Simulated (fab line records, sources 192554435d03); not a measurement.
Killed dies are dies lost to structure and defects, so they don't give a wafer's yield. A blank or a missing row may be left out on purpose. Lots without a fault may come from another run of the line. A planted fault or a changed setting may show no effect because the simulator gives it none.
fab line records | flow n5_finfet
record lots=6 wafers=16 last_day=17
route steps=1938 shown BEOL_M12@1639 PASSIVATION@1936
lots that met no fault: from a run of the same line without faults
start_h: hours from the record's first day to the start of the lot's first wafer shown | wait_h: hours since the lot's step before | " the same as in the row above | L1.1+2: a row that stands for several wafers | - no value, or no start given | * or withheld: withheld | < > ~ a bound
route shown NAME@n: a module of which the file shows steps, and the number in the route of the first | usual: mean/standard deviation of fault-free wafers | same: alike in all rows | chamber/n: place in a boat | sites: the reading at each site | _std_site: their standard deviation | _edge_site: outer sites' mean less inner sites' | radius_mm: how far each site lies from the wafer's centre | mask NAME#n: copy n | behind: the tool/chamber that last shaped the wafer | hold: why the lot was held/for how many hours/how that ended | device: the transistor (n, p or np) that didn't switch | end of line: the same wafers' tests at the end of the route | a step without rows: its recipe alone | killed: dies lost to structure and defects at the first sort, not the wafer's yield | map: a wafer's dies, x killed, . not, _ none there
set.NAME: the setting as run; set.NAME@STEP: as run at that earlier step | model.NAME: the simulator's own value behind a step, which no gauge read
lots at some steps of the route; a table a step, a row a wafer
services: from which hour (start_h, from the record's first day; less than 0 if before it) a tool's chamber was out of use, for how many hours, and why
## steps
# step N5_BEOL_M12_TRENCH_ETCH_34
# recipe chemistry=C4F8/O2/Ar target=SiOC target_depth_a=3189.5 mask_material=SOC pressure_mtorr=30 source_w=3000 bias_w=700 Ar_flow_sccm=400 C4F8_flow_sccm=15 O2_flow_sccm=8 he_inner_torr=15 he_outer_torr=30 time_s=125.5 ion_energy_ev=250
# usual drypump_motor_current_A=5.6/0.35 oes_product_au=0.83/0.073 rf_vpp_V=667.0/2.3 showerhead_plenum_p_Torr=3.47/0.077 throttle_valve_pct=23.93/0.28
# same time_s=125.5
# columns lot.wafer tool chamber start_h wait_h drypump_motor_current_A oes_product_au rf_hours_counter_h rf_vpp_V showerhead_plenum_p_Torr throttle_valve_pct
L267.2 rie_diel-06 1 282.28 0.0 5.6 0.77 118 666.6 3.43 24.32
L267.3 " 2 " " 5.6 0.89 27 665.8 3.48 23.76
L267.6 " 1 " " 5.6 0.78 - 665.8 3.43 24.32
L268.4 rie_diel-01 1 304.37 0.0 5.3 0.69 248 668.1 3.51 24.38
L268.5 " 1 " " 5.3 0.70 - 668.2 3.51 24.40
L268.6 " 2 " " 5.9 0.77 - 669.6 3.54 23.77
L269.3 rie_diel-06 1 308.62 0.0 5.6 0.78 125 665.5 3.42 24.34
L269.5 " 0 " " 5.2 0.88 - 666.3 3.44 23.47
L269.6 " 1 " " 5.5 0.77 - 667.4 3.42 24.34
L270.1 rie_diel-06 1 310.48 0.0 5.6 0.76 126 664.8 3.42 24.36
L270.5 " 0 " " 5.2 0.86 - 666.9 3.44 23.45
L270.6 " 1 " " 5.6 0.75 - 666.2 3.42 24.34
L276.3 rie_diel-06 0 372.59 0.0 5.2 0.85 71 667.5 3.43 23.50
L276.4 " 2 " " 5.7 0.84 59 668.4 3.46 23.78
L278.1 rie_diel-04 2 375.50 0.0 5.9 0.94 8 663.5 3.37 24.04
L278.4 " 0 " " 6.1 0.84 - 665.1 3.44 23.74
# step N5_BEOL_M12_STRIP_70
# recipe chemistry=C4F8/O2/Ar resist=SiARC rf_frequency_hz=6e+07
# step N5_BEOL_M12_OCD_MEAS_35
# usual trench_depth_nm=319/4.9
# columns lot.wafer tool chamber start_h wait_h trench_depth_nm
L267.2 ocd-01 - 282.43 0.0 313
L267.3 " - " " 318
L267.6 " - " " 313
L268.4 ocd-02 - 304.53 0.0 313
L268.5 " - " " 314
L268.6 " - " " 313
L269.3 ocd-01 - 308.78 0.0 319
L269.5 " - " " 327
L269.6 " - " " 317
L270.1 ocd-01 - 310.64 0.0 311
L270.5 " - " " 319
L270.6 " - " " 311
L276.3 ocd-01 - 372.75 0.0 325
L276.4 " - " " 316
L278.1 ocd-01 - 375.66 0.0 326
L278.4 " - " " 326
# step N5_BEOL_M12_STRIP_37
# recipe chemistry=N2/H2 power_w=1000 temp_c=250 h2_frac=0.65 overash_fraction=0.3 pressure_mtorr=withheld n2_flow_sccm=1750 h2_flow_sccm=3250
# step N5_BEOL_M12_ETCH_38
# recipe chemistry=CF4/N2 target=SiCN target_depth_a=687 taper_deg=2 time_s=73.4 ion_energy_ev=150 mask_material=SiO2 pressure_mtorr=40 source_w=430 bias_w=70 Ar_flow_sccm=100 cf4_flow_sccm=60 n2_flow_sccm=60
# usual drypump_motor_current_A=5.6/0.36 oes_product_au=0.82/0.071 rf_vpp_V=383.6/1.4 showerhead_plenum_p_Torr=2.25/0.053 throttle_valve_pct=15.20/0.25
# same time_s=73.4
# columns lot.wafer tool chamber start_h wait_h drypump_motor_current_A oes_product_au rf_hours_counter_h rf_vpp_V showerhead_plenum_p_Torr throttle_valve_pct
L267.2 rie_diel-01 3 282.55 - 5.2 0.85 64 383.0 2.24 15.19
L267.3 " 2 " " 5.9 0.77 99 383.1 2.30 15.18
L267.6 " 1 " " 5.3 0.70 - 382.0 2.27 15.70
L268.4 rie_diel-01 0 304.65 - 5.9 0.82 63 385.5 2.33 15.00
L268.5 " 2 " " 5.9 0.76 - 383.5 2.30 15.18
L268.6 " 1 " " 5.3 0.70 - 384.7 2.27 15.71
L269.3 rie_diel-04 2 309.98 - 6.0 0.69 243 381.8 2.17 15.59
L269.5 " 0 " " 6.1 0.87 - 382.9 2.24 14.99
L269.6 " 1 " " 6.2 0.71 - 384.1 2.27 15.91
L270.1 rie_diel-01 3 312.54 - 5.2 0.84 74 382.7 2.24 15.23
L270.5 " 3 " " 5.2 0.84 - 383.8 2.24 15.23
L270.6 " 2 " " 5.9 0.76 - 384.6 2.30 15.20
L276.3 rie_diel-01 0 375.38 - 5.9 0.80 87 385.0 2.32 15.08
L276.4 " 2 " " 5.9 0.74 134 383.8 2.29 15.23
L278.1 rie_diel-04 3 378.20 - 5.4 0.81 80 382.6 2.23 15.08
L278.4 " 0 " " 6.1 0.83 - 383.0 2.23 15.03
# step N5_BEOL_M12_PRECLEAN_39
# recipe chemistry=residue_remover time_s=60 temp_c=40
# step N5_BEOL_M12_SRD_40
# recipe time_s=30 temp_c=23 rinse_liquid=diw dry=n2_spin spin_rpm=1500 dry_time_s=30
# step N5_BEOL_M12_DEGAS_41
# recipe ambient=vacuum temp_c=250 time_s=60
# step N5_BEOL_M12_PRE_CLEAN_42
# recipe gas=H2/He time_s=30 temp_c=250
# step N5_BEOL_M12_SPUTTER_43
# recipe material=TaN target_thk_a=150 temp_c=50 bias_v=168.6 power_w=15000 chamber_pressure_pa=0.12 time_s=24.19
# usual bias_v=168.3/1.7 substrate_temp_c=50.00/0.12 throttle_valve_pct=29.8/0.75
# same time_s=24.19
# columns lot.wafer tool chamber start_h wait_h bias_v substrate_temp_c throttle_valve_pct
L267.2 pvd_sputter-03 - 283.06 0.0 169.1 49.91 29.3
L267.3 " - " " 169.4 50.15 29.7
L267.6 " - " " 169.0 49.88 29.3
L268.4 pvd_sputter-02 - 304.96 0.0 170.2 49.77 30.0
L268.5 " - " " 171.3 49.65 30.1
L268.6 " - " " 169.1 49.99 29.1
L269.3 pvd_sputter-02 - 310.57 0.0 167.6 49.93 29.7
L269.5 " - " " 167.7 50.02 29.3
L269.6 " - " " 168.5 49.89 29.8
L270.1 pvd_sputter-03 - 313.08 0.0 169.5 50.23 29.7
L270.5 " - " " 167.5 49.91 29.8
L270.6 " - " " 166.1 50.25 29.2
L276.3 pvd_sputter-01 - 375.75 0.0 169.2 49.94 30.1
L276.4 " - " " 169.4 50.38 30.1
L278.1 pvd_sputter-02 - 379.38 0.0 169.3 50.05 29.7
L278.4 " - " " 167.1 50.17 29.7
# step N5_BEOL_M12_SPUTTER_44
# recipe material=Ta target_thk_a=100 temp_c=50 bias_v=80 power_w=15000 chamber_pressure_pa=0.07 time_s=16.13
# usual bias_v=79.9/0.8 substrate_temp_c=49.99/0.12 throttle_valve_pct=29.8/0.79
# same time_s=16.13
# columns lot.wafer tool chamber start_h wait_h bias_v substrate_temp_c throttle_valve_pct
L267.2 pvd_sputter-03 - 283.14 0.0 80.5 50.00 29.2
L267.3 " - " " 79.7 50.12 29.3
L267.6 " - " " 79.6 49.89 28.9
L268.4 pvd_sputter-02 - 305.04 0.0 78.6 49.78 30.0
L268.5 " - " " 80.0 49.87 30.0
L268.6 " - " " 79.9 50.06 29.2
L269.3 pvd_sputter-02 - 310.65 0.0 80.0 50.19 29.5
L269.5 " - " " 80.0 49.99 29.1
L269.6 " - " " 78.7 50.14 29.8
L270.1 pvd_sputter-03 - 313.16 0.0 79.2 50.07 29.8
L270.5 " - " " 80.6 50.03 29.7
L270.6 " - " " 80.1 50.08 29.3
L276.3 pvd_sputter-01 - 375.83 0.0 79.3 50.18 29.9
L276.4 " - " " 79.5 50.10 30.0
L278.1 pvd_sputter-02 - 379.46 0.0 80.5 49.91 30.0
L278.4 " - " " 79.6 49.80 29.5
# step N5_BEOL_M12_SPUTTER_45
# recipe material=Cu target_thk_a=800 temp_c=-20 bias_v=60 power_w=26000 chamber_pressure_pa=0.13 time_s=13.33
# step N5_BEOL_M12_ECD_47
# recipe material=Cu target_thk_a=7200
# columns lot.wafer tool chamber start_h wait_h model.Cu_of_BEOL_M12_ECD_47.thk_nm
L267.2 ecd_cu-02 0 283.34 0.1 726
L267.3 " 1 " " 713
L267.6 " 0 " " 726.6
L268.4 ecd_cu-01 1 305.28 0.1 726.2
L268.5 " 0 " " 723.6
L268.6 " 1 " " 726.4
L269.3 ecd_cu-01 0 310.89 0.1 715.4
L269.5 " 1 " " 722.2
L269.6 " 0 " " 731.8
L270.1 ecd_cu-02 0 313.36 0.1 733.4
L270.5 " 1 " " 715.6
L270.6 " 0 " " 711.2
L276.3 ecd_cu-01 1 376.07 0.1 719.8
L276.4 " 0 " " 467.6
L278.1 ecd_cu-01 0 379.67 0.1 713.4
L278.4 " 1 " " 474.8
# step N5_BEOL_M12_ANNEAL_48
# recipe temp_c=225 time_s=90 ambient=N2
# usual wafer_temp_C_max=226.4/0.41
# same time_s=90
# columns lot.wafer tool chamber start_h wait_h wafer_temp_C_max
L267.2 rtp_anneal-01 0 283.56 0.2 226.3
L267.3 " 0 " " 225.9
L267.6 " 0 " " 226.0
L268.4 rtp_anneal-02 0 305.56 0.2 226.2
L268.5 " 0 " " 226.5
L268.6 " 0 " " 226.6
L269.3 rtp_anneal-02 0 311.08 0.2 226.2
L269.5 " 0 " " 225.8
L269.6 " 0 " " 225.8
L270.1 rtp_anneal-02 0 313.50 0.1 227.0
L270.5 " 0 " " 226.8
L270.6 " 0 " " 226.7
L276.3 rtp_anneal-02 0 376.73 0.6 226.2
L276.4 " 0 " " 226.3
L278.1 rtp_anneal-02 0 379.82 0.1 227.5
L278.4 " 0 " " 227.0
# step N5_PASSIVATION_PROBE_49
# usual defect_limited_yield=91.3/1.4 killed_at_M0_to_M3=34/10 killed_at_M4_up=14/5.5 killed_at_contacts=12/6 killed_at_front_end=40/10 killed_at_other=3.0/2.4 killed_dies=103/17 killed_open=68/13 killed_short=34/7.8 sort_bin_5_function=5.1/0.97 sort_bin_6_memory=3.3/0.66 sort_bin_8_speed=0.02/0.12 sort_n_pass=1077/17 sort_yield_pct=91.2/1.4
# same gross_dies=1180 killed_at_back_side=0 sort_bin_4_leakage[%]=0
# columns lot.wafer tool chamber start_h wait_h defect_limited_yield[%] killed_at_M0_to_M3 killed_at_M4_up killed_at_contacts killed_at_front_end killed_at_other killed_dies killed_open killed_short sort_bin_5_function[%] sort_bin_6_memory[%] sort_bin_8_speed[%] sort_n_pass sort_yield_pct[%]
L267.2 prober-01 - 315.71 0.1 90.0 37 9 19 50 3 118 77 39 5.7 4.0 0 1062 90.0
L267.3 prober-01 - 315.76 0.1 89.8 44 28 2 42 4 120 75 45 6.0 3.9 0 1060 89.8
L267.6 prober-01 - 315.91 0.3 92.0 35 14 20 23 2 94 62 29 5.2 2.6 0 1086 92.0
L268.4 prober-01 - 341.18 0.2 90.3 38 15 21 37 3 114 82 28 5.7 3.4 0.08 1065 90.3
L268.5 prober-01 - 341.23 0.2 91.6 27 13 11 44 4 99 62 34 4.9 3.1 0.08 1080 91.5
L268.6 prober-01 - 341.28 0.3 92.0 38 16 19 20 1 94 67 27 4.7 3.1 0.08 1085 91.9
L270.1 prober-01 - 346.29 0.0 90.1 62 20 9 24 2 117 85 32 6.2 3.6 0 1063 90.1
L270.5 prober-01 - 346.49 0.2 91.2 37 20 12 35 0 104 61 42 4.9 3.5 0.08 1075 91.1
L270.6 prober-01 - 346.54 0.3 92.6 36 14 6 31 0 87 57 29 3.8 3.1 0 1093 92.6
L269.3 prober-02 - 347.68 0.1 93.1 28 15 7 30 1 81 54 27 4.1 2.5 0 1099 93.1
L269.5 prober-02 - 347.78 0.2 90.6 28 12 7 62 2 111 65 42 6.4 2.6 0 1069 90.6
L269.6 prober-02 - 347.83 0.3 91.4 31 15 10 46 0 102 69 32 5.6 2.7 0 1078 91.4
# killed by level:class
L267.2 MOL_CONTACT_COAG:geometric_particle:open=13 STI_FIN_REVEAL:geometric_particle:open=12 FIN_SAQP:geometric_particle:open=8 BEOL_M1:geometric_particle:open=8 FIN_SAQP:geometric_particle:short=6 DUMMY_GATE:geometric_particle:open=5 GATE_CUT:geometric_particle:short=5 BEOL_M3:geometric_particle:open=5
L267.3 BEOL_M4:geometric_particle:open=14 BEOL_M1:geometric_particle:open=13 STI_FIN_REVEAL:geometric_particle:open=10 BEOL_M0_SAQP:geometric_particle:short=9 FIN_SAQP:geometric_particle:short=8 GATE_CUT:geometric_particle:short=6 BEOL_M3:geometric_particle:short=6 BEOL_M5:geometric_particle:open=6
L267.6 MOL_CONTACT_COAG:geometric_particle:open=16 BEOL_M0:geometric_particle:open=8 BEOL_M2:geometric_particle:open=6 FIN_SAQP:geometric_particle:short=5 BEOL_M0_SAQP:geometric_particle:short=5 FIN_SAQP:geometric_particle:open=4 BEOL_M5:geometric_particle:open=4 BEOL_M1:geometric_particle:open=4
L268.4 MOL_CONTACT_COAG:geometric_particle:open=20 FIN_SAQP:geometric_particle:open=13 BEOL_M2:geometric_particle:open=10 BEOL_M4:geometric_particle:open=9 BEOL_M3:geometric_particle:open=7 GATE_CUT:geometric_particle:short=6 FIN_SAQP:geometric_particle:short=4 BEOL_M0_SAQP:geometric_particle:short=4
L268.5 STI_FIN_REVEAL:geometric_particle:open=14 MOL_CONTACT_COAG:geometric_particle:open=10 BEOL_M0_SAQP:geometric_particle:open=10 BEOL_M0_SAQP:geometric_particle:short=7 GATE_CUT:geometric_particle:short=6 GATE_CUT:geometric_particle:open=5 BEOL_M4:geometric_particle:open=4 STARTING-WAFER:geometric_particle:short=4
L268.6 MOL_CONTACT_COAG:geometric_particle:open=16 BEOL_M0_SAQP:geometric_particle:open=12 BEOL_M0_SAQP:geometric_particle:short=10 BEOL_M4:geometric_particle:open=6 BEOL_M3:geometric_particle:open=6 BEOL_M1:geometric_particle:open=5 STI_FIN_REVEAL:geometric_particle:open=3 DUMMY_GATE:geometric_particle:open=3
L270.1 BEOL_M3:geometric_particle:open=17 BEOL_M4:geometric_particle:open=11 BEOL_M0_SAQP:geometric_particle:short=11 BEOL_M0_SAQP:geometric_particle:open=11 MOL_CONTACT_COAG:geometric_particle:open=9 BEOL_M1:geometric_particle:open=8 BEOL_M2:geometric_particle:open=7 STARTING-WAFER:geometric_particle:short=6
L270.5 BEOL_M4:geometric_particle:short=10 STI_FIN_REVEAL:geometric_particle:open=9 BEOL_M3:geometric_particle:open=9 BEOL_M0_SAQP:geometric_particle:short=9 MOL_CONTACT_COAG:geometric_particle:open=8 BEOL_M1:geometric_particle:open=8 BEOL_M4:geometric_particle:open=8 FIN_SAQP:geometric_particle:short=5
L270.6 BEOL_M1:geometric_particle:open=10 BEOL_M4:geometric_particle:open=8 FIN_SAQP:geometric_particle:short=6 FIN_SAQP:geometric_particle:open=6 STI_FIN_REVEAL:geometric_particle:open=6 BEOL_M0_SAQP:geometric_particle:short=6 STARTING-WAFER:geometric_particle:short=6 MOL_CONTACT_COAG:geometric_particle:open=5
L269.3 BEOL_M2:geometric_particle:open=11 MOL_CONTACT_COAG:geometric_particle:open=6 DUMMY_GATE:geometric_particle:open=6 BEOL_M0_SAQP:geometric_particle:open=6 FIN_SAQP:geometric_particle:short=5 BEOL_M4:geometric_particle:open=5 STARTING-WAFER:geometric_particle:short=4 BEOL_M3:geometric_particle:open=4
L269.5 STI_FIN_REVEAL:geometric_particle:open=23 BEOL_M0_SAQP:geometric_particle:short=10 FIN_SAQP:geometric_particle:short=7 GATE_CUT:geometric_particle:short=6 MOL_CONTACT_COAG:geometric_particle:open=6 BEOL_M1:geometric_particle:open=6 BEOL_M4:geometric_particle:open=6 STI_FIN_REVEAL:geometric_particle:short=5
L269.6 STI_FIN_REVEAL:geometric_particle:open=11 BEOL_M0_SAQP:geometric_particle:short=9 DUMMY_GATE:geometric_particle:open=8 MOL_CONTACT_COAG:geometric_particle:open=8 BEOL_M0_SAQP:geometric_particle:open=7 BEOL_M1:geometric_particle:open=6 BEOL_M4:geometric_particle:open=6 STARTING-WAFER:geometric_particle:open=6
## services
# columns tool chamber start_h hours kind
rie_diel-06 3 304.55 - clean
rie_diel-06 3 304.55 - consumable_replace:focus_ring
rie_diel-06 3 304.55 - consumable_replace:showerhead
rie_diel-06 3 304.55 15.0 scheduled_down
rie_diel-06 3 304.55 15.0 vent_cycle
rie_diel-01 1 310.65 - clean
rie_diel-01 1 310.65 - consumable_replace:focus_ring
rie_diel-01 1 310.65 29.0 scheduled_down
rie_diel-01 1 310.65 29.0 vent_cycle
rtp_anneal-01 - 324.70 5.2 pm
rie_diel-04 2 335.54 - clean
rie_diel-04 2 335.54 - consumable_replace:focus_ring
rie_diel-04 2 335.54 23.7 scheduled_down
rie_diel-04 2 335.54 23.7 vent_cycle
rie_diel-04 1 338.83 3.5 repair
pvd_sputter-01 - 344.74 1.6 repair
pvd_sputter-02 - 351.20 11.7 repair
ecd_cu-02 - 352.83 0.2 repair
rie_diel-06 1 354.22 10.2 repair
rie_diel-01 0 354.91 5.7 repair
rie_diel-04 1 359.22 - clean
rie_diel-04 1 359.22 - consumable_replace:focus_ring
rie_diel-04 1 359.22 19.2 scheduled_down
pvd_sputter-03 - 378.22 3.7 repair
## key
first_sign none at tools or gauges
model_effect step=N5_BEOL_M12_ECD_47 value=Cu_of_BEOL_M12_ECD_47.thk_nm without=721.9 struck=471.2
met_at N5_BEOL_M12_ECD_47
struck_wafers L276.4,L278.4
onset_between 310.89 376.07
fault kind=process_parameter_drift tool=ecd_cu-01 chamber=- onset_h=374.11 steps=N5_BEOL_M12_ECD_47 channel=target_thk_a offset=* shape=step end_h=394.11 scope=struck_wafers_only acts_in=* stated=*
